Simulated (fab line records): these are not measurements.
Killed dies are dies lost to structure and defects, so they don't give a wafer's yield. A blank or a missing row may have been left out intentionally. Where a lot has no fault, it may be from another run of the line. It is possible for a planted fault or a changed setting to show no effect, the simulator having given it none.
fab line records	flow nand-harc
record: lots: 12	wafers: 36	last-day: 34
route steps=1302 shown A_CHANNEL_HOLE_D2@588 A_CHANNEL_FILL_D2@615
lots with no fault: from the same line, run without faults
start-h: hours from the record's opening day to when the first of the lot's shown wafers began	wait-h: time in hours since the lot's previous step	" same as the row above	L1.1+2: one row covering several wafers at once	- either no value or no given start	* or withheld: withheld	< > ~ a bound
route shown NAME@n: NAME is a module with steps in the file, n the number in the route of the first one	usual: the fault-free wafers' mean and standard deviation	same: alike in all rows	chamber/n: place in a boat	sites: the reading at each site	_std_site: the values' standard deviation	_edge_site: mean of outer sites minus mean of inner sites	radius-mm: for every site, how far away it sits from the centre of the wafer	mask NAME#n: copy n	behind: tool/chamber where the wafer was last shaped	hold: cause of the lot's hold/its duration in hours/its outcome	device: the n, p or np transistor that did not switch	end of line: the tests these same wafers got at the end of their route	where a step has no rows: the recipe by itself	killed: dies lost to structure and defects at the first sort, not the wafer's yield	map: per-die view of a wafer (x killed, . not killed, _ where there is no die)
set.NAME: the setting that was run; set.NAME@STEP: the one run at that earlier step	model.NAME: the simulator's own value behind a step, which no gauge read
the route's steps for a sample of lots (tables are steps, rows are wafers)
services: from which hour (start-h, from the record's first day; less than 0 if before it) a tool's chamber was out of use, for how many hours, and why
== steps ==
step: NHARC_A_CHANNEL_HOLE_D2_ETCH_34
recipe: target-depth-a: 1540	time-s: 77	cf4-flow-sccm: 100	chf3-flow-sccm: 30	ar-flow-sccm: 0	rf-w: 500	bias-w: 200	chemistry: CF4/CHF3
usual: bias-w: 199.9/0.64	chf3-flow-sccm: 30.00/0.097	drypump-motor-current-A: 5.64/0.24	oes-product-au: 0.958/0.026	rf-vpp-V: 370.8/2.6	showerhead-plenum-p-Torr: 1.58/0.076	throttle-valve-pct: 16.802/0.0087
lot.wafer	tool	chamber	start-h	wait-h	bias-w	chf3-flow-sccm	drypump-motor-current-A	oes-product-au	rf-hours-counter-h	rf-vpp-V	showerhead-plenum-p-Torr	throttle-valve-pct
L194.1	rie-diel-07	3	-	-	200.7	29.99	5.29	0.908	10	368.1	1.51	16.797
L194.2	"	1	"	"	199.9	30.05	5.46	0.962	9	370.9	1.57	16.803
L194.5	"	0	"	"	199.5	30.12	5.90	0.925	-	374.3	1.66	16.799
L199.1	rie-diel-07	3	-	-	200.5	30.11	5.29	0.948	3	368.6	1.51	16.795
L199.4	"	2	"	"	199.4	30.09	5.63	0.965	5	366.1	1.47	16.807
L199.6	"	0	"	"	199.4	30.05	5.89	0.962	-	373.6	1.66	16.809
L201.3	rie-diel-06	1	-	-	199.6	30.09	5.69	0.947	2	371.1	1.59	16.791
L201.2	"	3	"	"	200.2	29.97	5.79	0.951	2	373.3	1.63	16.800
L201.5	"	1	"	"	199.5	30.15	5.65	0.954	-	371.3	1.59	16.804
L202.1	rie-diel-07	0	-	-	198.9	30.15	5.88	0.968	7	375.0	1.66	16.790
L202.2	"	1	"	"	199.9	29.87	5.48	0.974	7	369.7	1.57	16.814
L202.4	"	2	"	"	200.2	29.90	5.62	0.963	7	369.3	1.47	16.809
L204.4	rie-diel-07	0	-	-	199.3	30.02	5.90	0.984	8	373.1	1.66	16.795
L204.3	"	1	"	"	200.4	30.13	5.48	0.975	8	370.6	1.56	16.802
L204.5	"	3	"	"	200.2	29.94	5.29	0.950	-	369.3	1.51	16.805
L205.3	rie-diel-06	3	-	-	200.1	30.07	5.82	0.923	3	372.3	1.63	16.821
L205.5	"	1	"	"	200.3	30.18	5.65	0.933	-	371.3	1.59	16.792
L205.6	"	3	"	"	199.3	30.02	5.81	0.911	-	372.2	1.63	16.807
L211.3	rie-diel-01	1	-	-	200.8	29.95	5.41	0.952	5	368.3	1.50	16.802
L211.1	"	3	"	"	200.2	29.93	5.82	0.915	4	374.2	1.66	16.817
L211.4	"	0	"	"	200.1	29.96	6.01	0.915	5	369.7	1.49	16.811
L213.3	rie-diel-01	3	-	-	199.0	29.98	5.86	0.924	6	372.7	1.66	16.804
L213.2	"	0	"	"	199.8	30.06	5.99	0.930	8	369.8	1.48	16.799
L213.4	"	2	"	"	199.3	29.92	5.71	0.939	6	373.7	1.68	16.804
L212.2	rie-diel-07	2	-	-	200.9	29.95	5.62	0.992	1	367.5	1.47	16.822
L212.1	"	1	"	"	200.6	29.99	5.51	0.967	1	370.4	1.56	16.793
L212.6	"	2	"	"	201.0	29.85	5.64	0.980	-	366.7	1.46	16.808
L214.2	rie-diel-01	2	-	-	200.5	29.81	5.73	0.968	7	373.9	1.68	16.799
L214.1	"	3	"	"	200.0	30.05	5.80	0.948	7	374.2	1.66	16.806
L214.5	"	2	"	"	199.3	29.69	5.74	0.982	-	372.8	1.68	16.809
L215.4	rie-diel-06	0	-	-	200.0	29.97	5.19	0.973	1	372.5	1.65	16.803
L215.1	"	3	"	"	199.1	30.18	5.79	0.950	1	372.9	1.63	16.786
L215.6	"	0	"	"	199.7	30.10	5.18	0.967	-	374.1	1.65	16.804
L216.1	rie-diel-01	3	-	-	198.4	30.01	5.83	0.941	7	374.5	1.66	16.811
L216.3	"	0	"	"	199.5	29.85	5.97	0.964	9	367.5	1.48	16.801
L216.5	"	2	"	"	200.6	30.09	5.72	0.953	-	373.8	1.68	16.808
step: NHARC_A_CHANNEL_HOLE_D2_ETCH_23
recipe: bias-v: 5000	source-w: withheld	pressure-mtorr: 20	time-s: 819	ar-flow-sccm: 375	c4f8-flow-sccm: 89.3	o2-flow-sccm: 35.7	temp-c: -20	target-depth-a: 16000	chemistry: C4F8/O2/Ar
usual: drypump-motor-current-A: 5.99/0.1	showerhead-plenum-p-Torr: 3.71/0.1	throttle-valve-pct: 32.155/0.0094
lot.wafer	tool	chamber	start-h	wait-h	drypump-motor-current-A	rf-hours-counter-h	showerhead-plenum-p-Torr	throttle-valve-pct
L194.2	har-etch-01	1	296.00	0.5	5.89	143	3.70	32.156
L194.1	"	0	"	"	5.97	143	3.70	32.154
L194.5	"	1	"	"	5.81	-	3.70	32.133
L199.1	har-etch-01	1	362.55	0.5	5.85	189	3.68	32.148
L199.4	"	0	"	"	5.96	-	3.68	32.140
L199.6	"	1	"	"	5.83	-	3.68	32.154
L201.2	har-etch-01	0	373.86	0.5	5.95	193	3.67	32.174
L201.3	"	0	"	"	5.97	-	3.68	32.150
L201.5	"	0	"	"	5.94	-	3.68	32.147
L202.2	har-etch-02	1	395.59	0.5	6.06	1	3.91	32.158
L202.1	"	0	"	"	6.11	1	3.70	32.136
L202.4	"	0	"	"	6.12	-	3.70	32.150
L204.4	har-etch-01	1	416.98	0.5	5.89	-	3.66	32.152
L204.3	"	0	"	"	5.96	-	3.66	32.171
L204.5	"	0	"	"	5.97	-	3.66	32.157
L205.3	har-etch-02	1	418.79	0.5	6.03	-	3.91	32.167
L205.5	"	0	"	"	6.08	-	3.70	32.159
L205.6	"	1	"	"	6.05	-	3.91	32.141
L211.1	har-etch-02	0	467.91	0.5	6.11	44	3.68	32.157
L211.4	"	0	"	"	6.08	-	3.68	32.157
L211.3	"	1	"	"	6.04	-	3.89	32.158
L213.2	har-etch-02	0	495.23	0.5	6.05	59	3.67	32.154
L213.4	"	1	"	"	6.04	-	3.88	32.150
L213.3	"	0	"	"	6.11	-	3.67	32.155
L212.2	har-etch-01	1	495.49	0.5	5.82	269	3.63	32.162
L212.1	"	0	"	"	5.96	269	3.63	32.137
L212.6	"	1	"	"	5.79	-	3.63	32.138
L214.1	har-etch-02	0	513.58	0.5	6.09	70	3.67	32.155
L214.2	"	1	"	"	6.06	70	3.88	32.137
L214.5	"	1	"	"	6.05	-	3.88	32.159
L215.1	har-etch-01	0	513.91	0.5	5.94	280	3.63	32.163
L215.4	"	1	"	"	5.83	-	3.63	32.167
L215.6	"	1	"	"	5.86	-	3.63	32.146
L216.1	har-etch-01	1	524.51	0.5	5.84	284	3.63	32.161
L216.3	"	0	"	"	6.00	-	3.63	32.148
L216.5	"	1	"	"	5.82	-	3.63	32.149
step: NHARC_A_CHANNEL_HOLE_D2_CD_MEAS_31
usual: cd-nm: 90.9/1.7
lot.wafer	tool	chamber	start-h	wait-h	cd-nm
L194.1	cd-sem-02	-	300.10	-	89.6
L194.2	"	-	"	"	88.9
L194.5	"	-	"	"	90.5
L199.1	cd-sem-03	-	366.50	-	91.7
L199.4	"	-	"	"	87.6
L199.6	"	-	"	"	90.0
L201.2	cd-sem-02	-	377.93	-	90.3
L201.3	"	-	"	"	91.9
L201.5	"	-	"	"	91.5
L202.1	cd-sem-01	-	399.83	-	89.5
L202.2	"	-	"	"	89.5
L202.4	"	-	"	"	89.5
L204.3	cd-sem-01	-	420.84	-	90.0
L204.4	"	-	"	"	91.1
L204.5	"	-	"	"	90.0
L205.3	cd-sem-02	-	422.52	-	91.3
L205.5	"	-	"	"	93.2
L205.6	"	-	"	"	91.1
L211.1	cd-sem-02	-	471.98	-	87.8
L211.3	"	-	"	"	93.3
L211.4	"	-	"	"	92.4
L213.2	cd-sem-01	-	499.19	-	91.6
L213.3	"	-	"	"	93.9
L213.4	"	-	"	"	90.0
L212.1	cd-sem-01	-	499.62	-	95.3
L212.2	"	-	"	"	88.0
L212.6	"	-	"	"	92.5
L214.1	cd-sem-01	-	517.67	-	92.0
L214.2	"	-	"	"	91.8
L214.5	"	-	"	"	91.4
L215.1	cd-sem-03	-	518.01	-	89.6
L215.4	"	-	"	"	90.8
L215.6	"	-	"	"	91.5
L216.1	cd-sem-03	-	528.49	-	88.9
L216.3	"	-	"	"	89.9
L216.5	"	-	"	"	90.7
step: NHARC_A_CHANNEL_FILL_D2_ALD_15
recipe: target-thk-a: 20	pulse-time-s: 60	ald-cycles: 19	temp-c: 630	pressure-torr: 2	material: SiNx
usual: precursor-pulse-height-rel: 0.999/0.017	susceptor-temp-C: 630.0/0.31
same: pulse-time-s: 60
lot.wafer	tool	chamber	start-h	wait-h	precursor-pulse-height-rel	susceptor-temp-C
L194.1	ald-sin-batch-01	0	310.68	-	1.006	630.1
L194.2	"	0	"	"	1.010	629.9
L194.5	"	0	"	"	1.008	629.9
L199.1	ald-sin-batch-02	0	377.05	-	1.005	630.4
L199.4	"	0	"	"	1.011	630.1
L199.6	"	0	"	"	1.008	630.4
L201.2	ald-sin-batch-01	0	388.70	3.3	0.980	630.4
L201.3	"	0	"	"	1.004	630.0
L201.5	"	0	"	"	0.998	630.3
L202.1	ald-sin-batch-01	0	410.79	-	1.002	629.6
L202.2	"	0	"	"	0.984	630.2
L202.4	"	0	"	"	0.992	629.8
L204.3	ald-sin-batch-02	0	431.31	-	0.971	606.2
L204.4	"	0	"	"	0.999	606.4
L204.5	"	0	"	"	1.003	606.4
L205.3	ald-sin-batch-02	0	431.31	-	0.985	606.4
L205.5	"	0	"	"	1.035	606.3
L205.6	"	0	"	"	0.998	606.4
L211.1	ald-sin-batch-01	0	482.46	-	0.977	630.4
L211.3	"	0	"	"	0.997	629.7
L211.4	"	0	"	"	0.986	629.5
L212.1	ald-sin-batch-03	0	509.70	-	1.000	629.4
L212.2	"	0	"	"	0.974	630.1
L212.6	"	0	"	"	1.004	630.1
L213.2	ald-sin-batch-03	0	509.70	-	1.001	630.1
L213.3	"	0	"	"	1.001	630.4
L213.4	"	0	"	"	1.005	630.4
L214.1	ald-sin-batch-02	0	529.36	-	1.025	630.3
L214.2	"	0	"	"	1.008	630.3
L214.5	"	0	"	"	1.009	629.9
L215.1	ald-sin-batch-02	0	529.36	-	1.003	629.9
L215.4	"	0	"	"	1.006	629.4
L215.6	"	0	"	"	1.019	629.7
L216.1	ald-sin-batch-02	0	538.98	-	0.946	630.6
L216.3	"	0	"	"	0.974	630.6
L216.5	"	0	"	"	0.999	630.6
== services ==
tool	chamber	start-h	hours	kind
rie-diel-07	0	273.26	-	clean
rie-diel-07	1	273.26	-	clean
rie-diel-07	2	273.26	-	clean
rie-diel-07	3	273.26	-	clean
rie-diel-07	-	294.26	9.0	pm
rie-diel-07	0	294.26	9.0	vent-cycle
rie-diel-07	1	294.26	9.0	vent-cycle
rie-diel-07	2	294.26	9.0	vent-cycle
rie-diel-07	3	294.26	9.0	vent-cycle
rie-diel-07	0	303.26	-	clean
rie-diel-06	-	307.33	9.0	pm
rie-diel-06	1	317.35	10.1	repair
rie-diel-01	3	319.03	2.6	repair
rie-diel-07	3	344.76	8.5	repair
har-etch-02	-	377.15	17.0	pm
rie-diel-06	0	378.75	37.1	repair
rie-diel-01	-	381.31	9.0	pm
rie-diel-07	1	404.65	5.7	repair
rie-diel-01	0	421.47	1.5	repair
rie-diel-07	-	471.26	9.0	pm
rie-diel-06	-	482.71	1.6	repair
rie-diel-06	-	484.33	9.0	pm
rie-diel-01	1	488.87	2.8	repair
ald-sin-batch-01	-	507.69	26.0	pm
== key ==
first-sign: step: NHARC_A_CHANNEL_FILL_D2_ALD_15	reading: susceptor-temp-C	direction: down	sigmas: 76	usual: *	struck: *
effect none on later readings
met-at NHARC_A_CHANNEL_FILL_D2_ALD_15
struck-lots L204,L205
tester-left-out L204,L205
not-acting-at NHARC_A_CHANNEL_HOLE_D2_ETCH_34,NHARC_A_CHANNEL_HOLE_D2_ETCH_23,NHARC_A_CHANNEL_HOLE_D2_CD_MEAS_31
onset-between 377.05 431.31
fault: kind: process-parameter-drift	tool: ald-sin-batch-02	chamber: -	onset-h: 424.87	steps: NHARC_A_CHANNEL_FILL_D2_ALD_15	channel: temp-c	offset: *	shape: step	end-h: 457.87	acts-in: *	stated: *
tester-left-out: of these lots the tester's yield and bins aren't shown, on N5 and GAA mostly nor the transistor test; their killed dies are dies lost to structure and defects alone, not to doping, threshold or leakage, so they don't give the yield
